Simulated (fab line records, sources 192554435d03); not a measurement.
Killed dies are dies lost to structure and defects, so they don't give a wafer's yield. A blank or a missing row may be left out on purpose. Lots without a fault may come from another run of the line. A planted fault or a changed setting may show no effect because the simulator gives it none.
Which tool did it? | flow n5_finfet | 10 lots, 27 wafers sampled, at 6 steps of a route of 1938

WHAT THE GAUGES READ, wafer by wafer
N5_BEOL_M1_THK_MEAS_53: measures by xrf. Usual: M1_THK 38.7 nm, standard deviation 1.6.
lot  | measured     | on            | M1_THK (nm)     | flag
L947 | day 7 00:56  | film_metro-02 | 37.7 40.3 41.0  |
L949 | day 7 04:40  | film_metro-02 | 38.1 38.4 36.8  |
L952 | day 8 00:08  | film_metro-02 | 36.9 40.1 140.3 | OFF
L962 | day 10 08:17 | film_metro-01 | 38.3 40.2       |
L964 | day 11 02:18 | film_metro-01 | 39.2 38.1       |
L965 | day 11 05:06 | film_metro-01 | 38.3 37.3 41.2  |
L966 | day 11 07:46 | film_metro-01 | 39.3 37.4 37.6  |
L967 | day 11 12:26 | film_metro-01 | 35.9 37.3       |
L968 | day 12 00:11 | film_metro-02 | 37.5 37.5 39.4  |
L969 | day 12 06:44 | film_metro-01 | 39.3 41.3 41.6  |

N5_BEOL_M1_INSPECT_59: inspects for defects (darkfield). Usual: raw_defect_count 72, standard deviation 22.
lot  | measured     | on                | raw_defect_count | flag
L947 | day 7 01:14  | defect_inspect-01 | 73 80 49         |
L949 | day 7 04:56  | defect_inspect-01 | 57 67 73         |
L952 | day 8 00:25  | defect_inspect-01 | 103 85 1499      | OFF
L962 | day 10 08:37 | defect_inspect-01 | 77 84            |
L964 | day 11 02:37 | defect_inspect-01 | 82 45            |
L965 | day 11 05:42 | defect_inspect-01 | 58 106 65        |
L966 | day 11 08:04 | defect_inspect-01 | 30 43 58         |
L967 | day 11 12:45 | defect_inspect-01 | 43 43            |
L968 | day 12 00:28 | defect_inspect-01 | 69 57 69         |
L969 | day 12 07:01 | defect_inspect-02 | 68 101 69        |

N5_BEOL_M4_RC_MEAS_101. Usual: DIBL_N 36.1 mV/V, standard deviation 1.5; DIBL_P 36.1 mV/V, standard deviation 1.9; IOFF_N 0.159 nA/um, standard deviation 0.029; IOFF_P 0.21 nA/um, standard deviation 0.038; ION_N 675 uA/um, standard deviation 11; ION_P 464 uA/um, standard deviation 8.1; SS_N 71.5 mV/dec, standard deviation 0.57; SS_P 73.3 mV/dec, standard deviation 0.64; VT_N 249 mV, standard deviation 3.1; VT_P -250 mV, standard deviation 3.8.
lot  | measured     | on        | DIBL_N (mV/V)  | DIBL_P (mV/V)  | IOFF_N (nA/um)    | IOFF_P (nA/um) | ION_N (uA/um) | ION_P (uA/um) | SS_N (mV/dec)  | SS_P (mV/dec)  | VT_N (mV)   | VT_P (mV)      | flag
L947 | day 8 06:20  | prober-01 | 36.9 36.2 36.3 | 35.9 35.2 34.8 | 0.156 0.148 0.152 | 0.20 0.19 0.18 | 667 675 658   | 456 457 453   | 71.5 71.4 71.5 | 72.8 73.0 72.6 | 250 251 253 | -250 -252 -252 |
L949 | day 8 09:32  | prober-01 | 37.8 35.9 36.7 | 37.3 34.2 36.4 | 0.161 0.137 0.148 | 0.24 0.19 0.22 | 666 672 654   | 464 462 454   | 71.8 72.3 71.5 | 73.8 72.5 73.3 | 249 250 253 | -246 -249 -247 |
L952 | day 9 07:42  | prober-02 | 38.1 36.5      | 37.4 35.2      | 0.169 0.151       | 0.23 0.20      | 670 679       | 461 469       | 72.0 71.3      | 73.6 73.0      | 250 249     | -250 -250      |
L962 | day 12 02:38 | prober-01 | 32.5 35.7      | 32.2 35.1      | 0.111 0.150       | 0.17 0.21      | 667 663       | 464 458       | 70.8 71.1      | 72.5 73.2      | 253 249     | -254 -248      |
L964 | day 12 10:04 | prober-01 | 35.3 37.3      | 36.4 39.1      | 0.159 0.206       | 0.21 0.26      | 688 689       | 463 468       | 72.2 72.0      | 73.5 74.1      | 248 244     | -249 -247      |
L965 | day 12 12:51 | prober-01 | 36.9 36.9 36.4 | 39.4 39.2 38.2 | 0.195 0.187 0.174 | 0.25 0.23 0.22 | 675 673 671   | 465 463 462   | 71.8 72.0 72.4 | 74.3 74.5 74.7 | 247 249 250 | -247 -252 -248 |
L966 | day 12 17:18 | prober-01 | 37.1 36.9 38.5 | 36.9 37.2 39.3 | 0.177 0.184 0.213 | 0.26 0.28 0.31 | 686 691 702   | 476 481 479   | 72.1 71.4 72.2 | 73.8 73.1 73.5 | 245 248 244 | -245 -241 -241 |
L967 | day 13 12:38 | prober-02 | 35.6 34.5      | 36.6 34.6      | 0.159 0.131       | 0.20 0.17      | 674 664       | 456 456       | 71.3 71.1      | 72.6 73.1      | 247 252     | -252 -255      |
L968 | day 13 18:02 | prober-02 | 37.1 37.5 37.6 | 37.1 37.7 37.6 | 0.173 0.192 0.198 | 0.30 0.32 0.31 | 677 689 686   | 479 481 473   | 71.4 72.1 72.0 | 73.3 73.7 74.3 | 246 247 245 | -241 -242 -244 |
L969 | day 14 09:27 | prober-01 | 36.2 36.6 34.8 | 36.8 36.4 36.0 | 0.181 0.180 0.168 | 0.23 0.23 0.23 | 684 680 686   | 469 468 473   | 71.1 70.9 71.5 | 73.3 72.5 73.6 | 247 246 244 | -247 -248 -247 |

WHICH TOOL RAN EACH LOT (tool, then ch and the chambers of the sampled wafers, then the start)
lot  | N5_BEOL_M1_ANNEAL_91         | N5_BEOL_M1_ANNEAL_95         | N5_BEOL_M1_CMP_52
L947 | pvd_sputter-02, day 6 23:35  | pvd_sputter-02, day 7 00:01  | cmp-03 ch 0,1,3, day 7 00:39
L949 | pvd_sputter-02, day 7 03:01  | pvd_sputter-02, day 7 03:28  | cmp-03 ch 1,2, day 7 04:24
L952 | pvd_sputter-02, day 7 22:46  | pvd_sputter-02, day 7 23:13  | cmp-03 ch 0,1,2, day 7 23:57
L962 | pvd_sputter-02, day 10 06:50 | pvd_sputter-02, day 10 07:20 | cmp-04 ch 1,2, day 10 08:02
L964 | pvd_sputter-02, day 11 00:52 | pvd_sputter-02, day 11 01:19 | cmp-04 ch 1, day 11 02:01
L965 | pvd_sputter-01, day 11 03:44 | pvd_sputter-01, day 11 04:10 | cmp-01 ch 0,2, day 11 04:49
L966 | pvd_sputter-01, day 11 06:25 | pvd_sputter-01, day 11 06:51 | cmp-03 ch 0,2,3, day 11 07:31
L967 | pvd_sputter-01, day 11 11:04 | pvd_sputter-01, day 11 11:31 | cmp-01 ch 1,3, day 11 12:13
L968 | pvd_sputter-03, day 11 22:49 | pvd_sputter-03, day 11 23:15 | cmp-03 ch 0,1,2, day 11 23:55
L969 | pvd_sputter-02, day 12 05:22 | pvd_sputter-02, day 12 05:49 | cmp-04 ch 0,2,3, day 12 06:26
- N5_BEOL_M1_ANNEAL_91: time 240 s.
- N5_BEOL_M1_ANNEAL_95: time 240 s.
- N5_BEOL_M1_CMP_52: polishes, stops on SiOC, t overpolish 6.8 s, target thk 40 nm.

WHAT THE TOOLS THEMSELVES READ (means of the sampled wafers that have a number; where no wafer has one, the mark that the record gives instead)
N5_BEOL_M1_ANNEAL_91. Usual: heater_power_w 818 W, standard deviation 68; susceptor_temp_C 399.99 C, standard deviation 0.22.
lot  | tool           | heater_power_w (W) | susceptor_temp_C (C) | flag
L947 | pvd_sputter-02 | 836                | 400.08               |
L949 | pvd_sputter-02 | 812                | 400.25               |
L952 | pvd_sputter-02 | 852                | 399.98               |
L962 | pvd_sputter-02 | 820                | 399.76               |
L964 | pvd_sputter-02 | 830                | 400.16               |
L965 | pvd_sputter-01 | 876                | 400.01               |
L966 | pvd_sputter-01 | 754                | 399.95               |
L967 | pvd_sputter-01 | 896                | 399.99               |
L968 | pvd_sputter-03 | 748                | 400.18               |
L969 | pvd_sputter-02 | 807                | 399.80               |

N5_BEOL_M1_ANNEAL_95. Usual: heater_power_w 819 W, standard deviation 68; susceptor_temp_C 400.04 C, standard deviation 0.21.
lot  | tool           | heater_power_w (W) | susceptor_temp_C (C) | flag
L947 | pvd_sputter-02 | 854                | 399.97               |
L949 | pvd_sputter-02 | 809                | 400.03               |
L952 | pvd_sputter-02 | 855                | 400.12               |
L962 | pvd_sputter-02 | 819                | 400.19               |
L964 | pvd_sputter-02 | 829                | 400.12               |
L965 | pvd_sputter-01 | 881                | 400.05               |
L966 | pvd_sputter-01 | 762                | 399.89               |
L967 | pvd_sputter-01 | 880                | 399.86               |
L968 | pvd_sputter-03 | 754                | 399.85               |
L969 | pvd_sputter-02 | 807                | 399.89               |

N5_BEOL_M1_CMP_52. Usual: barrier_field_endpoint_s 24.8 s, standard deviation 0.68; head_pressure_psi 1.0004 psi, standard deviation 0.0021; motor_current_A 5.9 A, standard deviation 0.77; overpolish_run_s 6.800 s, standard deviation 0.0087; time_to_endpoint_s 63 s, standard deviation 3.4.
lot  | tool   | barrier_field_endpoint_s (s) | head_pressure_psi (psi) | motor_current_A (A) | overpolish_run_s (s) | time_to_endpoint_s (s) | flag
L947 | cmp-03 | 24.3                         | 0.9999                  | 5.6                 | 6.807                | 66                     |
L949 | cmp-03 | 24.9                         | 0.9998                  | 5.6                 | 6.803                | 64                     |
L952 | cmp-03 | 30.6                         | 1.0022                  | 6.0                 | 4.548                | 72                     | OFF
L962 | cmp-04 | 24.1                         | 1.0020                  | 6.1                 | 6.793                | 57                     |
L964 | cmp-04 | 25.9                         | 1.0027                  | 6.0                 | 6.799                | 64                     |
L965 | cmp-01 | 25.0                         | 0.9996                  | 6.9                 | 6.802                | 63                     |
L966 | cmp-03 | 24.7                         | 0.9986                  | 6.0                 | 6.801                | 65                     |
L967 | cmp-01 | 23.9                         | 1.0006                  | 5.5                 | 6.801                | 56                     |
L968 | cmp-03 | 24.2                         | 1.0006                  | 5.8                 | 6.808                | 60                     |
L969 | cmp-04 | 24.8                         | 1.0007                  | 5.7                 | 6.801                | 64                     |

THE ANSWER, worked out from the rows above alone
Rule: a lot is off if the mean of its wafers that have a number lies more than 3 standard deviations from the usual mean. A lot without any number at a reading at which 4 lots or more have one is off too. The other lots that the step has rows for count as sound. The gauges are gone through in route order, then the tools' own readings, and for those a lot's mean is taken as printed above. The first step at which some lot is off is used, and at that step the reading that is off furthest; a lot without a number counts as furthest.
Off: L952, at N5_BEOL_M1_THK_MEAS_53 (M1_THK).
A tool fits if, at a process step before that reading, it ran every lot that is off, and no sound lot after the first of them. The gauges at N5_BEOL_M1_THK_MEAS_53 aren't tried: what is off there is off at N5_BEOL_M1_INSPECT_59 too, on other tools, and a gauge's error can't cause that. None of those tried fits.

WHAT THE SIMULATOR HAD PUT IN
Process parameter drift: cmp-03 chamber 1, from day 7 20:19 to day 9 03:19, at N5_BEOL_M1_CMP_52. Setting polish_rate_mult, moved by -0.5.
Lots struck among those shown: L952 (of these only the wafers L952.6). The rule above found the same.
